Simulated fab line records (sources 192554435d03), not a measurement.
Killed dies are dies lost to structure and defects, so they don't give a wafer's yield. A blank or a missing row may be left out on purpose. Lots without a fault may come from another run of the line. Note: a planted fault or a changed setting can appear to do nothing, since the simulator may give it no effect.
Comparing a struck lot with a sound one | flow n5 finfet | 16 out of 1938 route steps
Sound: the wafers L598.1, L598.2, L598.4. Wafers struck: L601.1, L601.2, L601.3. The cause is given at the end.
Each step with rows lists, per side, the tool, then ch with its chambers, then its first start. Under that, the readings that differ: sound wafers | struck wafers | difference of the means | sigmas: that difference in standard deviations of wafers without a fault.
alike: same words and numbers on both sides, and readings whose means sit less than 2 such deviations apart. not compared: any withheld reading, any reading some wafer has no value for, any bound like >300 that may hide the same value, and any number with overlapping values for which the record gives no deviation.
Wherever a step has rows on one side only, a row that says differs or no value, or a row with sigmas, the two part there. When numbers do not overlap yet have no deviation, they are printed without sigmas and do not part them. A reading that every wafer of one side lacks parts them only if that side has two wafers or more.

first, 2 steps without rows for these wafers: N5_BEOL_M1_SURFACE_TREAT_85; N5_BEOL_M1_CVD_47 (deposits Co from CCTBA/H2, target thk 3 nm, time 223.8 s).
N5_BEOL_M1_SPUTTER_48: material Cu, target thk 4.5 nm, time 8.29 s.
  sound on pvd sputter-02 at day 8 17:28; struck on pvd sputter-01 at day 9 05:17
  alike: chamber pressure pa, chuck sensor temp C, substrate temp c, throttle valve pct
then, 1 step without rows for these wafers: N5_BEOL_M1_ANNEAL_49 (time 240 s).
N5_BEOL_M1_SPUTTER_79: material Cu, target thk 4.5 nm, time 8.29 s.
  sound on pvd sputter-02 at day 8 17:41; struck on pvd sputter-01 at day 9 05:30
  alike: chamber pressure pa, chuck sensor temp C, substrate temp c, throttle valve pct
then, 2 steps without rows for these wafers: N5_BEOL_M1_ANNEAL_80 (time 240 s); N5_BEOL_M1_SPUTTER_81 (material Cu, target thk 4.5 nm, time 8.29 s).
N5_BEOL_M1_ANNEAL_82: time 240 s.
  sound on pvd sputter-02 at day 8 17:59; struck on pvd sputter-01 at day 9 05:48
  alike: heater power w
then, 1 step without rows for these wafers: N5_BEOL_M1_SPUTTER_86 (material Cu, target thk 4.5 nm, time 8.29 s).
N5_BEOL_M1_ANNEAL_87: time 240 s.
  sound on pvd sputter-02 at day 8 18:13; struck on pvd sputter-01 at day 9 06:01
  alike: heater power w
then, 1 step without rows for these wafers: N5_BEOL_M1_SPUTTER_88 (material Cu, target thk 4.5 nm, time 8.29 s).
N5_BEOL_M1_ANNEAL_89: time 240 s.
  sound on pvd sputter-02 at day 8 18:26; struck on pvd sputter-01 at day 9 06:14
  alike: heater power w
N5_BEOL_M1_SPUTTER_90: material Cu, target thk 4.5 nm, time 8.29 s.
  sound on pvd sputter-02 at day 8 18:34; struck on pvd sputter-01 at day 9 06:23
  reading                  | sound                   | struck                  | difference | sigmas
  chamber pressure pa (Pa) | 0.07008 0.06991 0.07003 | 0.06711 0.06719 0.06705 | -0.00289   | -22
  alike: chuck sensor temp C, substrate temp c, throttle valve pct
then, 1 step without rows for these wafers: N5_BEOL_M1_ANNEAL_91 (time 240 s).
-- the record jumps here: 2 days lie between the struck wafers' starts before and after (it left off in module BEOL_M1 and takes up again in module BEOL_M4, whose first step shown is number 1111 of the route) --
N5_BEOL_M4_RC_MEAS_101:
  sound on prober-01 ch 0, day 10 22:28; struck on prober-01 ch 0, day 11 14:29
  alike: DIBL_N, DIBL_P, IOFF_N, IOFF_P, ION_N, ION_P, SS_N, SS_P, VT_N, VT_P
following that, these wafers have no rows for 1 step: N5_PASSIVATION_PROBE_49.

## WHERE THEY PART
Within this record, at N5_BEOL_M1_SPUTTER_90 only. Later steps at which nothing parts them and some readings are alike: N5_BEOL_M4_RC_MEAS_101.

WHY: the cause the simulator had injected
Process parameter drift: pvd sputter-01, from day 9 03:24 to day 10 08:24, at N5_BEOL_M1_SPUTTER_90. The setting chamber pressure pa was moved by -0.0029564, starting from 0.07. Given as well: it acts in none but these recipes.
